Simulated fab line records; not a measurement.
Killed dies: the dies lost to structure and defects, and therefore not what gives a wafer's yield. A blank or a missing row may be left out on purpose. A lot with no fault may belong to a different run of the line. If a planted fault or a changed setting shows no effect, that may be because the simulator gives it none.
Which tool was responsible? | flow nand harc | 12 lots, 36 wafers sampled, at 1 step of a route of 1302

WHAT THE GAUGES SHOWED, per wafer
NHARC_P_STI_OCD_MEAS_43.
lot  | measured     | on     | trench depth nm (nm) | trench foot cd nm (nm)
L803 | day 3 00:32  | ocd-01 | 298 302 302          | 158.8 158.5 159.2
L804 | day 3 06:10  | ocd-02 | 303 297 303          | 154.7 157.9 155.5
L807 | day 4 12:17  | ocd-01 | 298 297 303          | 160.7 161.2 157.1
L809 | day 5 08:44  | ocd-01 | 294 298 298          | 159.1 157.5 156.8
L816 | day 8 09:49  | ocd-01 | 299 296 304          | 158.1 160.7 159.0
L817 | day 8 18:29  | ocd-01 | 291 294 294          | 161.7 163.3 162.2
L818 | day 9 01:35  | ocd-02 | 298 301 298          | 161.0 158.7 161.3
L819 | day 9 11:53  | ocd-02 | 310 301 310          | 154.5 159.4 158.7
L820 | day 9 21:28  | ocd-01 | 304 302 304          | 154.5 157.9 157.4
L821 | day 10 12:49 | ocd-01 | 289 303 292          | 162.6 160.5 161.5
L823 | day 11 05:41 | ocd-01 | 301 291 289          | 158.0 158.5 159.8
L824 | day 11 15:48 | ocd-02 | 293 296 299          | 158.5 156.3 154.8

EACH LOT AND THE TOOL THAT RAN IT (in order: tool; ch and the chambers of the sampled wafers; start)
No process step before these readings appears in the record.

WHAT THE TOOLS THEMSELVES READ (means of the sampled wafers that have a number; where no wafer has one, the mark that the record gives instead)
The record holds no such reading with a usual standard deviation.

THE ANSWER, worked out from the rows above alone
Rule: the lots themselves supply what counts as usual. Put in order of their means at a reading, lots are off if they are a third of the lots or fewer, leave a main group of 4 or more, and stand apart from it by a gap of 3 or more times the standard deviation of the main group's means; of several such gaps the widest counts. A main group whose means are all the same, to the digits that the tables above print for the reading, isn't used. A lot without any number at a reading at which 4 lots or more have one is off too. Where the step has rows for the other lots, those lots are counted as sound. Order of review: gauges by route order, followed by the tools' own readings, for which a lot's mean as printed above is used. The first step at which some lot is off is used, and at that step the reading that is off furthest; a lot without a number counts as furthest.
Across all readings shown, no lot is off: no conclusion can be drawn from this.

WHAT HAD BEEN PUT IN BY THE SIMULATOR
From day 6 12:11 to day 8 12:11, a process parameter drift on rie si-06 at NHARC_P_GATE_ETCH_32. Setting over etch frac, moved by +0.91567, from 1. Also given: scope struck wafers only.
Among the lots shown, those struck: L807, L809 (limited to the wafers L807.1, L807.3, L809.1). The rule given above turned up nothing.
